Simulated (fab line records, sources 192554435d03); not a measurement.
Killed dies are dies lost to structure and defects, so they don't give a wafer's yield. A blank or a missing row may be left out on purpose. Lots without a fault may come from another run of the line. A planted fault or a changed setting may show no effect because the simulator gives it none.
Split-lot experiment | flow n5_finfet | 7 lots, 21 wafers read, on a route of 1938 steps

THE SPLIT
At N5_FIN_SAQP_PEB_14 (peb time 60 s), the setting peb_time_s was moved away from the recipe's 60 s on 5 of the 21 wafers read, by -11.6% to +19.7%. The other wafers ran this setting at the recipe's value.

FROM THE SPLIT TO THE READING: what the file shows between them, 1 step
- N5_FIN_SAQP_DEVELOP_15: develop time 30 s

THE READING
cd_nm, in nm, at N5_FIN_SAQP_CD_MEAS_16 (target cd 35.6 nm). Fault-free wafers of this fab line usually give 35.66 nm, standard deviation 0.27 nm.

wafer  | tool, chamber at the split | peb_time_s as run, s | against the recipe | cd_nm, nm | against lot-mates on the recipe
L081.1 | litho_track-03, 0          | 71.83                | +19.7%             | 33.29     | -2.50
L081.3 | litho_track-03, 0          | 71.83                | +19.7%             | 33.36     | -2.43
L081.6 | litho_track-03, 0          | 60                   | recipe             | 35.79     | -
L082.1 | litho_track-01, 0          | 60                   | recipe             | 35.84     | -
L082.4 | litho_track-01, 0          | 60                   | recipe             | 35.86     | -
L082.5 | litho_track-01, 0          | 60                   | recipe             | 36.02     | -
L084.3 | litho_track-01, 0          | 67.55                | +12.6%             | 33.98     | -1.48
L084.4 | litho_track-01, 0          | 60                   | recipe             | 35.35     | -
L084.6 | litho_track-01, 0          | 60                   | recipe             | 35.56     | -
L085.1 | litho_track-02, 0          | 60                   | recipe             | 35.67     | -
L085.3 | litho_track-02, 0          | 60                   | recipe             | 35.77     | -
L085.5 | litho_track-02, 0          | 60                   | recipe             | 35.65     | -
L088.4 | litho_track-01, 0          | 53.04                | -11.6%             | 37.35     | +2.01
L088.5 | litho_track-01, 0          | 53.04                | -11.6%             | 37.89     | +2.55
L088.6 | litho_track-01, 0          | 60                   | recipe             | 35.34     | -
L096.1 | litho_track-01, 0          | 60                   | recipe             | 35.19     | -
L096.2 | litho_track-01, 0          | 60                   | recipe             | 35.67     | -
L096.4 | litho_track-01, 0          | 60                   | recipe             | 35.31     | -
L097.1 | litho_track-01, 0          | 60                   | recipe             | 35.40     | -
L097.4 | litho_track-01, 0          | 60                   | recipe             | 35.53     | -
L097.5 | litho_track-01, 0          | 60                   | recipe             | 35.62     | -

THE FIT
A straight line over all 21 wafers: cd_nm changes by -0.132 nm for each +1% of peb_time_s; r = -0.96; the points scatter about the line by 0.28 nm.
The same after taking each lot's own level away (the mean of its wafers on the recipe; 21 wafers): -0.143 nm for each +1%; r = -0.98; scatter 0.25 nm.
On that fit, the largest move of peb_time_s shifts the reading by 2.8 nm.
The lots' own levels span 35.340 to 35.907 nm, that is 2.1 times the standard deviation above.
So the lot-to-lot level changes the slope little: the two slopes agree.
Check: with one of the wafers moved furthest among these (+19.7%) left out of the fit, the line predicts -2.81 nm for it against its lot-mates. It came out at -2.5 nm against them.

OTHER SPLITS ON THESE WAFERS
These wafers also went through other splits before the reading. Each is held against what the fit with the lots' levels taken away leaves over:
other split on the same wafers | wafers away from the commonest value | r with cd_nm (lot level and that fit taken away)
N5_ZERO_LAYER_PECVD_02 time_s  | 8                                    | +0.04
N5_ZERO_LAYER_COAT_05 spin_rpm | 9                                    | -0.06
N5_WELL_APT_EXPOSE_05 dose_mj  | 11                                   | -0.08
N5_WELL_APT_PEB_06 peb_time_s  | 8                                    | -0.16

THE FILE'S OWN FIT
cd_nm changes by -0.137 nm for each +1% of peb_time_s, r = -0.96.
